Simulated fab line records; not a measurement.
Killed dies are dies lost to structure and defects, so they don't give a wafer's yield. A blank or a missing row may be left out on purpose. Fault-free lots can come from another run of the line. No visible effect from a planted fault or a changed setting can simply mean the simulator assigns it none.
Comparing a struck lot with a sound one || flow n5Finfet || 37 steps out of a route of 1938
Sound: these wafers, L809.1, L809.5. The struck wafers were L799.1, L799.4, L799.5. The cause comes at the end.
For every step that has rows: the tool of each side, followed by ch and its chambers, followed by its first start. Under that, the readings that differ: sound wafers || struck wafers || difference of the means || sigmas: that difference in standard deviations of wafers without a fault.
alike: same words and numbers on both sides, and readings whose means sit less than 2 such deviations apart. not compared: any withheld reading, any reading some wafer has no value for, any bound like >300 that may hide the same value, and any number with overlapping values for which the record gives no deviation.
A row with sigmas, a row that says differs or no value, or rows on one side alone: a step with any of these is where the two part. Non-overlapping numbers with no deviation appear without sigmas and do not part them. Lack of a reading on every wafer of one side parts them only where that side has two or more wafers.

first, 9 steps without rows for these wafers: N5_GATE_CUT_CMP_23 (polishes, stops on SiO2, t overpolish 23.4 s, target thk 16 nm); N5_GATE_CUT_CMP_43 (polishes SiO2); N5_GATE_CUT_CMP_61 (polishes, stops on SiNx, t overpolish 3 s); N5_MOL_CONTACT_COAG_COAT_103 (time 60 s, resist thk 80 nm); N5_MOL_CONTACT_COAG_COAT_104 (time 60 s, resist thk 12 nm); N5_MOL_CONTACT_COAG_COAT_58 (time 60 s, resist thk 10 nm); N5_MOL_CONTACT_COAG_COAT_02 (resist thk 30 nm); N5_MOL_CONTACT_COAG_EBR_04; N5_MOL_CONTACT_COAG_SOFTBAKE_03 (time 60 s).
N5_MOL_CONTACT_COAG_EXPOSE_05: exposes mask CA, defocus 0 nm.
  sound on euvScanner-01 ch 0, day 9 20:07; struck on euvScanner-02 ch 0, day 7 10:52
{"reading": "exposureDoseMJCm2", "sound": "38.29 38.28", "struck": "37.14 37.24 37.23", "difference": -1.08, "sigmas": -33}
  alike: mask
then, 2 steps without rows for these wafers: N5_MOL_CONTACT_COAG_PEB_06 (peb time 60 s); N5_MOL_CONTACT_COAG_DEVELOP_07 (develop time 30 s).
N5_MOL_CONTACT_COAG_CD_MEAS_08: the cd target is 28 nm.
  sound on cdSem-01 ch 0, day 9 20:15; struck on cdSem-01 ch 0, day 7 10:59
{"reading": "cdNm (nm)", "sound": "27.85 28.47", "struck": "27.54 27.31 27.50", "difference": -0.71, "sigmas": -3}
then, 1 step without rows for these wafers: N5_MOL_CONTACT_COAG_DESCUM_13 (chemistry O2, time 7 s).
N5_MOL_CONTACT_COAG_ETCH_59: etches underlayer in N2/H2, target depth 13 nm, time 10.4 s.
  sound on rieDiel-04 ch 2,3, day 9 20:32; struck on rieDiel-06 ch 2,3, day 7 11:11
{"reading": "model.MOL_CONTACT_COAG.cdOffsetNm (nm)", "sound": "0.2 0.2", "struck": "-0.4 -0.4 -0.6", "difference": -0.7, "sigmas": ""}
  alike: drypumpMotorCurrentA, etchRfOnTimeS, oesProductAu, rfVppV, showerheadPlenumPTorr, throttleValvePct
  not compared: rfHoursCounterH
then, 7 steps without rows for these wafers: N5_MOL_CONTACT_COAG_ETCH_105 (etches SiARC in CF4, target depth 15.6 nm, time 26 s); N5_MOL_CONTACT_COAG_ETCH_106 (etches SOC in N2/H2, target depth 80 nm, overetch 16 nm, time 120 s); N5_MOL_CONTACT_COAG_STRIP_107 (strips in N2/H2); N5_MOL_CONTACT_COAG_STRIP_108 (strips in N2/H2); N5_MOL_CONTACT_COAG_CONTACT_ETCH_14 (etches SiO2 in C4F6/O2, target depth 27.5 nm, overetch 8.5 nm, time 20 s); N5_MOL_CONTACT_COAG_STRIP_109 (strips in C4F6/O2); N5_MOL_CONTACT_COAG_ETCH_15 (etches SiNx in CH3F/O2, stops on Si:P, target depth 7 nm).
N5_MOL_CONTACT_COAG_ETCH_110: etches Si in CF4/O2, target depth 2.5 nm, time 8 s.
  sound on rieDiel-04 ch 2,3, day 9 20:47; struck on rieDiel-06 ch 2,3, day 7 11:26
{"reading": "model.MOL_CONTACT_COAG.cdOffsetNm (nm)", "sound": "0.6 0.2", "struck": "-0.2 -0.6 -0.4", "difference": -0.8, "sigmas": ""}
  alike: drypumpMotorCurrentA, oes_f_703_au, oesProductAu, rfVppV, showerheadPlenumPTorr, throttleValvePct
  not compared: rfHoursCounterH
then, 13 steps without rows for these wafers: N5_MOL_CONTACT_COAG_STRIP_98 (strips in N2/H2); N5_MOL_CONTACT_COAG_IMPLANT_129; N5_MOL_CONTACT_COAG_PRECLEAN_111 (cleans in NF3:NH3, afs cycles 1, time 20 s, sublimation time 60 s); N5_MOL_CONTACT_COAG_TI_SIL_19 (material Ti, target thk 4.2 nm, time 15 s); N5_MOL_CONTACT_COAG_ALD_20 (deposits TiN, target thk 1.5 nm, pulse time 1 s, purge time 3 s); N5_MOL_CONTACT_COAG_SIL_ANNEAL_21 (time 60 s); N5_MOL_CONTACT_COAG_PRE_CLEAN_141 (time 60 s); N5_MOL_CONTACT_COAG_SPUTTER_143 (material Co, target thk 2.5 nm); N5_MOL_CONTACT_COAG_CO_FILL_22 (material Co, precursor CCTBA/H2, target thk 20 nm); N5_MOL_CONTACT_COAG_ANNEAL_113 (time 300 s); N5_MOL_CONTACT_COAG_PRE_CLEAN_142 (time 60 s); N5_MOL_CONTACT_COAG_SPUTTER_130 (material Co, target thk 47.5 nm); N5_MOL_CONTACT_COAG_PRECLEAN_125 (cleans in DIW, time 57.5 s).
-- record jumps: 3 days separate the struck wafers' starts on either side; left off in module MOL_CONTACT_COAG, taken up again in module BEOL_M4, whose first shown step is the route's number 1111 --
N5_BEOL_M4_RC_MEAS_101:
  sound on prober-01 ch 0, day 12 16:59; struck on prober-01 ch 0, day 10 06:15
{"reading": "RC_DENSE_N (ohm.um)", "sound": "18.5 18.7", "struck": "19.4 19.8 20.2", "difference": "+1.2", "sigmas": "+3"}
{"reading": "RC_DENSE_P (ohm.um)", "sound": "23.1 23.4", "struck": "24.4 25.0 25.4", "difference": "+1.7", "sigmas": "+3"}
{"reading": "RC_N (ohm.um)", "sound": "15.1 15.3", "struck": "15.8 16.1 16.3", "difference": "+0.9", "sigmas": "+2"}
{"reading": "RC_P (ohm.um)", "sound": "18.9 19.1", "struck": "19.9 20.4 20.7", "difference": "+1.3", "sigmas": "+3"}
  alike: DIBL_N, DIBL_P, IOFF_N, IOFF_P, ION_N, ION_P, SS_N, SS_P, VT_N, VT_P

== WHERE THEY PART ==
Last at N5_BEOL_M4_RC_MEAS_101 as far as this record goes, first at N5_MOL_CONTACT_COAG_EXPOSE_05.

WHY: what had been put in by the simulator
Process parameters drifting: euvScanner-02 at N5_MOL_CONTACT_COAG_EXPOSE_05, beginning at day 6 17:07. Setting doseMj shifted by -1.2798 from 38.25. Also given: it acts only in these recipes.
